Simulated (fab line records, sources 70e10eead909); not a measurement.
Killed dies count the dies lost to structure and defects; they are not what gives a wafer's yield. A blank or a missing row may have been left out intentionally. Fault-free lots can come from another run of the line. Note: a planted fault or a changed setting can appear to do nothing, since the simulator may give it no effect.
fab line records	flow nand-harc
record lots=14	wafers=42	last-day=34
route steps=1302 shown P_ZERO_WELL@48 P_STI@87 P_GATE@131
lots that met no fault: from a run of the same line without faults
start-h: hours from the record's first day to the start of the lot's first wafer shown	wait-h: time in hours since the lot's previous step	" same as the row above	L1.1+2: a single row standing in for several wafers	- no value, or no start given	* or withheld: withheld	< > ~ a bound
route shown NAME@n: NAME is a module with steps in the file, n the number in the route of the first one	usual: mean and standard deviation over wafers with no fault	same: alike in all rows	chamber/n: place in a boat	sites: readings site by site	_std_site: how widely they spread, as a standard deviation	_edge_site: mean of outer sites minus mean of inner sites	radius-mm: how far each site lies from the wafer's centre	mask NAME#n: copy n	behind: tool/chamber where the wafer was last shaped	hold: cause of the lot's hold/its duration in hours/its outcome	device: the transistor (n, p or np) that didn't switch	end of line: tests of these same wafers at the route's end	for a step that has no rows: nothing shown but its recipe	killed: not the wafer's yield, but the dies lost to structure and defects at the first sort	map: dies across one wafer; x = killed, . = not, _ = none there
set.NAME: the setting that was run; set.NAME@STEP: the one run at that earlier step	model.NAME: the simulator's own value behind a step, which no gauge read
one table for each step of the route and one row for each wafer, over a sample of lots
services: the hour from which a tool's chamber was out of use, counted from the record's first day as start-h (under 0 if before that day), plus the number of hours and why
## steps
# step NHARC_P_ZERO_WELL_IMPLANT_59
# recipe energy-kev=120	dose-cm2=5e+12	tilt-deg=7
# usual beam-energy-keV=119.99/0.04	beam-on-s=10.00/0.19
lot.wafer	tool	chamber	start-h	wait-h	beam-energy-keV	beam-on-s
L377.3	implanter-01	0	25.04	0.2	119.95	10.09
L377.4	"	0	"	"	120.01	9.90
L377.5	"	0	"	"	119.92	9.97
L378.1	implanter-01	0	34.73	0.1	119.99	10.11
L378.2	"	0	"	"	120.04	9.97
L378.6	"	0	"	"	119.97	9.95
L379.3	implanter-01	0	44.78	0.1	119.98	10.41
L379.4	"	0	"	"	119.93	10.08
L379.5	"	0	"	"	119.97	10.21
L380.1	implanter-02	0	54.58	0.1	120.05	10.19
L380.2	"	0	"	"	120.01	10.03
L380.3	"	0	"	"	119.96	10.28
L381.1	implanter-01	0	64.48	0.2	120.01	9.91
L381.2	"	0	"	"	119.96	9.63
L381.6	"	0	"	"	120.02	10.28
L382.2	implanter-02	0	74.83	0.1	119.99	9.93
L382.3	"	0	"	"	119.98	10.05
L382.5	"	0	"	"	120.00	10.02
L383.2	implanter-02	0	84.67	0.1	119.95	9.99
L383.3	"	0	"	"	119.89	9.91
L383.4	"	0	"	"	119.98	10.05
L384.1	implanter-01	0	94.33	0.2	119.99	10.10
L384.2	"	0	"	"	120.02	10.06
L384.4	"	0	"	"	120.04	10.15
L386.1	implanter-02	0	114.75	0.2	120.00	9.58
L386.3	"	0	"	"	120.07	10.22
L386.6	"	0	"	"	120.00	10.10
L389.2	implanter-01	0	144.70	0.2	119.94	10.07
L389.3	"	0	"	"	119.85	9.83
L389.5	"	0	"	"	119.95	10.08
L390.2	implanter-01	0	154.81	0.2	119.98	10.09
L390.5	"	0	"	"	120.02	10.08
L390.6	"	0	"	"	119.96	9.99
L392.1	implanter-01	-	175.14	0.2	-	-
L392.2	"	-	"	"	-	-
L392.3	"	-	"	"	-	-
L393.3	implanter-02	-	184.85	0.2	-	-
L393.5	"	-	"	"	-	-
L393.6	"	-	"	"	-	-
L400.3	implanter-02	0	255.39	0.1	119.99	10.25
L400.4	"	0	"	"	119.97	9.80
L400.6	"	0	"	"	119.96	9.85
# step NHARC_P_STI_DESCUM_14
# recipe time-s=3	o2-flow-sccm=200	ar-flow-sccm=0	bias-power-w=0	chemistry=O2
# usual drypump-motor-current-A=5.8/0.52	mfc-ar-sccm=0.012/0.014	oes-product-au=1.000/0.01	rf-vpp-V=57.8/1	showerhead-plenum-p-Torr=1.92/0.082	throttle-valve-pct=11.311/0.0084
lot.wafer	tool	chamber	start-h	wait-h	drypump-motor-current-A	mfc-ar-sccm	oes-product-au	rf-hours-counter-h	rf-vpp-V	showerhead-plenum-p-Torr	throttle-valve-pct
L377.3	rie-diel-10	2	44.68	-	5.9	0	0.980	7	57.7	1.96	11.332
L377.4	"	3	"	"	5.6	0.000	0.984	7	61.0	2.04	11.318
L377.5	"	1	"	"	6.5	0.036	0.983	-	56.4	1.86	11.293
L378.1	rie-diel-01	1	54.72	-	6.5	0.011	1.012	1	56.9	1.82	11.308
L378.2	"	2	"	"	5.1	0.021	1.013	1	55.8	1.82	11.309
L378.6	"	3	"	"	5.3	0	1.010	-	58.3	1.97	11.316
L379.3	rie-diel-09	3	65.26	-	6.4	0	0.997	5	57.8	1.89	11.298
L379.4	"	0	"	"	6.5	0	0.996	6	59.0	2.04	11.307
L379.5	"	3	"	"	6.4	0	0.985	-	59.4	1.89	11.323
L380.1	rie-diel-09	2	75.69	-	5.3	0.009	1.012	7	56.8	1.82	11.303
L380.3	"	0	"	"	6.5	0	0.995	7	56.8	2.04	11.316
L380.2	"	1	"	"	6.3	0.043	1.019	7	57.1	1.92	11.317
L381.1	rie-diel-10	0	84.92	-	5.2	0.025	0.988	0	58.6	2.02	11.306
L381.2	"	1	"	"	6.5	0.036	0.999	0	56.3	1.86	11.314
L381.6	"	3	"	"	5.6	0.000	1.013	-	59.1	2.04	11.321
L382.2	rie-diel-01	2	97.06	-	5.1	0.021	1.006	5	56.9	1.81	11.327
L382.3	"	3	"	"	5.3	0	0.996	5	58.6	1.97	11.318
L382.5	"	2	"	"	5.2	0.021	0.996	-	58.0	1.82	11.316
L383.2	rie-diel-10	3	104.71	-	5.6	0.000	1.010	2	59.7	2.04	11.302
L383.3	"	0	"	"	5.2	0.025	0.990	1	57.3	2.02	11.320
L383.4	"	0	"	"	5.2	0.025	0.984	-	58.8	2.02	11.325
L384.4	rie-diel-10	1	111.82	-	6.5	0.036	0.997	2	57.3	1.86	11.303
L384.1	"	3	"	"	5.6	0.000	1.007	2	57.9	2.04	11.317
L384.2	"	0	"	"	5.2	0.025	0.989	2	60.1	2.02	11.304
L386.1	rie-diel-09	2	134.59	-	5.3	0.009	1.012	10	56.0	1.81	11.307
L386.3	"	0	"	"	6.5	0	0.995	9	58.5	2.04	11.321
L386.6	"	3	"	"	6.3	0	1.005	-	58.6	1.89	11.313
L389.3	rie-diel-09	3	164.23	-	6.3	0	1.010	1	59.7	1.88	11.321
L389.2	"	2	"	"	5.3	0.009	1.011	1	56.9	1.81	11.314
L389.5	"	2	"	"	5.3	0.009	1.014	-	58.5	1.81	11.310
L390.2	rie-diel-01	1	176.39	-	6.5	0.011	1.000	12	58.3	1.82	11.305
L390.6	"	1	"	"	6.5	0.011	0.996	-	56.4	1.82	11.310
L390.5	"	2	"	"	5.2	0.021	1.002	-	57.5	1.81	11.302
L400.3	rie-diel-01	0	274.62	-	5.7	0.008	1.002	4	58.2	1.91	11.301
L400.4	"	2	"	"	5.1	0.021	0.986	4	56.5	1.81	11.322
L400.6	"	0	"	"	5.6	0.008	1.010	-	58.6	1.91	11.299
# step NHARC_P_GATE_HM_DEP_102
# recipe target-thk-a=1200	temp-c=400	material=aC
# usual throttle-valve-pct=35.001/0.009
lot.wafer	tool	chamber	start-h	wait-h	throttle-valve-pct
L377.3	acl-dep-02	0	98.72	3.1	35.001
L377.4	"	0	"	"	35.003
L377.5	"	0	"	"	35.013
L378.1	acl-dep-01	0	103.77	0.7	35.006
L378.2	"	0	"	"	35.003
L378.6	"	0	"	"	35.008
L379.3	acl-dep-01	0	115.88	0.6	35.023
L379.4	"	0	"	"	35.006
L379.5	"	0	"	"	35.012
L381.1	acl-dep-01	0	128.83	0.4	34.995
L381.2	"	0	"	"	34.986
L381.6	"	0	"	"	34.995
L380.1	acl-dep-02	0	128.83	0.4	35.015
L380.2	"	0	"	"	34.999
L380.3	"	0	"	"	35.017
L382.2	acl-dep-01	0	146.64	0.5	34.986
L382.3	"	0	"	"	35.008
L382.5	"	0	"	"	35.005
L383.2	acl-dep-01	0	158.30	2.5	35.001
L383.3	"	0	"	"	35.003
L383.4	"	0	"	"	35.002
L384.1	acl-dep-03	0	160.78	0.4	34.995
L384.2	"	0	"	"	35.007
L384.4	"	0	"	"	35.009
L386.1	acl-dep-02	0	182.21	1.0	35.026
L386.3	"	0	"	"	34.998
L386.6	"	0	"	"	34.988
L389.2	acl-dep-02	0	212.84	2.1	35.000
L389.3	"	0	"	"	35.014
L389.5	"	0	"	"	34.997
L390.2	acl-dep-03	0	242.66	0.6	35.014
L390.5	"	0	"	"	34.992
L390.6	"	0	"	"	34.994
L400.3	acl-dep-03	0	328.53	3.3	35.006
L400.4	"	0	"	"	34.998
L400.6	"	0	"	"	34.990
# step NHARC_P_GATE_STRIP_108
# recipe o2-flow-sccm=500	ar-flow-sccm=0	bias-w=0	chemistry=O2
# usual drypump-motor-current-A=5.6/0.38	mfc-ar-sccm=0.006/0.009	oes-product-au=0.999/0.011	rf-vpp-V=57.9/0.96	showerhead-plenum-p-Torr=3.62/0.15	throttle-valve-pct=17.035/0.0085
lot.wafer	tool	chamber	start-h	wait-h	drypump-motor-current-A	mfc-ar-sccm	oes-product-au	rf-hours-counter-h	rf-vpp-V	showerhead-plenum-p-Torr	throttle-valve-pct
L377.3	rie-diel-11	1	100.68	-	5.9	0	1.001	1	57.9	3.73	17.048
L377.4	"	0	"	"	5.8	0	1.013	1	57.5	3.43	17.036
L377.5	"	2	"	"	5.1	0.006	0.995	-	59.1	3.78	17.052
L378.2	rie-diel-06	2	105.94	-	5.5	0	0.999	6	58.4	3.70	17.043
L378.1	"	3	"	"	5.6	0.002	1.005	6	59.3	3.76	17.036
L378.6	"	0	"	"	5.0	0	1.020	-	56.6	3.65	17.039
L379.4	rie-diel-03	3	117.72	-	5.7	0	0.990	0	59.1	3.79	17.052
L379.3	"	2	"	"	5.5	0	0.990	0	57.9	3.46	17.038
L379.5	"	3	"	"	5.7	0	0.982	-	58.1	3.78	17.028
L380.2	rie-diel-11	3	130.96	-	5.5	0	1.016	4	58.0	3.43	17.031
L380.3	"	0	"	"	5.8	0	1.017	3	57.6	3.43	17.029
L380.1	"	2	"	"	5.1	0.006	1.014	4	59.0	3.78	17.037
L381.2	rie-diel-03	1	131.16	-	5.4	0.015	1.014	0	57.6	3.60	17.029
L381.1	"	3	"	"	5.7	0	0.976	0	57.1	3.78	17.036
L381.6	"	1	"	"	5.4	0.015	1.003	-	57.5	3.60	17.050
L382.3	rie-diel-03	0	148.69	-	6.4	0.016	0.996	0	57.3	3.40	17.033
L382.2	"	3	"	"	5.7	0	0.978	0	58.5	3.78	17.041
L382.5	"	0	"	"	6.4	0.016	1.004	-	58.2	3.40	17.023
L383.3	rie-diel-03	0	160.24	-	6.4	0.016	0.997	1	56.6	3.40	17.038
L383.2	"	2	"	"	5.4	0	0.989	1	59.0	3.46	17.028
L383.4	"	0	"	"	6.4	0.016	0.996	-	56.6	3.40	17.046
L384.2	rie-diel-03	3	162.83	-	5.7	0	0.976	1	56.8	3.78	17.029
L384.1	"	0	"	"	6.4	0.016	0.998	1	58.4	3.40	17.040
L384.4	"	0	"	"	6.4	0.016	0.994	-	57.1	3.40	17.033
L386.3	rie-diel-06	1	184.23	-	6.1	0.028	1.004	3	58.9	3.74	17.036
L386.1	"	3	"	"	5.6	0.002	0.999	3	57.4	3.76	17.034
L386.6	"	3	"	"	5.6	0.002	0.993	-	58.7	3.76	17.043
L389.2	rie-diel-06	3	214.88	-	5.6	0.002	1.001	5	58.4	3.76	17.028
L389.3	"	0	"	"	5.1	0	1.012	5	57.1	3.65	17.045
L389.5	"	0	"	"	5.0	0	1.003	-	58.5	3.65	17.036
L390.2	rie-diel-03	1	244.70	-	5.4	0.015	1.018	4	56.3	3.60	17.036
L390.6	"	1	"	"	5.4	0.015	1.020	-	58.7	3.60	17.042
L390.5	"	2	"	"	5.4	0	0.997	-	55.9	3.45	17.039
L400.4	rie-diel-06	2	330.46	-	5.4	0	1.002	1	57.4	3.69	17.042
L400.3	"	0	"	"	5.0	0	0.999	1	58.4	3.64	17.042
L400.6	"	2	"	"	5.4	0	1.007	-	57.9	3.69	17.026
## services
tool	chamber	start-h	hours	kind
rie-diel-09	-	3.36	0.7	repair
acl-dep-01	-	6.14	13.0	pm
rie-diel-01	2	13.32	4.1	repair
rie-diel-03	2	18.72	25.9	repair
rie-diel-09	3	20.76	8.2	repair
rie-diel-01	-	26.80	9.0	pm
rie-diel-06	-	29.01	0.2	repair
rie-diel-09	3	36.84	3.9	repair
rie-diel-09	1	37.44	2.8	repair
implanter-01	-	48.45	7.2	repair
rie-diel-09	2	54.81	5.0	repair
acl-dep-02	-	64.74	13.0	pm
rie-diel-10	-	65.52	9.0	pm
implanter-02	-	88.10	2.0	repair
rie-diel-03	-	104.31	9.0	pm
implanter-02	-	146.43	13.0	pm
rie-diel-03	1	155.32	20.9	repair
acl-dep-01	-	187.14	13.0	pm
implanter-02	-	193.78	2.9	repair
rie-diel-03	2	219.51	15.7	repair
rie-diel-03	-	219.99	0.7	repair
rie-diel-03	-	281.31	9.0	pm
implanter-02	-	325.30	5.2	repair
implanter-01	-	327.13	13.0	pm
## key
first-sign step=NHARC_P_ZERO_WELL_IMPLANT_59	reading=tool-record	direction=missing
effect none on later readings
met-at NHARC_P_ZERO_WELL_IMPLANT_59
struck-lots L392,L393
later-rows-left-out L392.1,L392.2,L392.3,L393.3,L393.5,L393.6
sort-left-out L392.1,L392.2,L392.3,L393.3,L393.5,L393.6
tester-left-out L392,L393
not-acting-at NHARC_P_STI_DESCUM_14,NHARC_P_GATE_HM_DEP_102,NHARC_P_GATE_STRIP_108
onset-between 154.81 175.14
fault kind=skipped-step-whole	tool=implanter-01,implanter-02	chamber=-	onset-h=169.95	steps=NHARC_P_ZERO_WELL_IMPLANT_59	scope=struck-lots-only
# tester-left-out: of these lots the tester's yield and bins aren't shown, on N5 and GAA mostly nor the transistor test; their killed dies are dies lost to structure and defects alone, not to doping, threshold or leakage, so they don't give the yield
# sort-left-out: the simulated sort isn't trusted on such a fault, so these wafers' sort isn't shown, and their yield isn't known
# later-rows-left-out: the simulator's readings of these wafers behind a module that went badly wrong aren't trusted and aren't shown, but for the sort
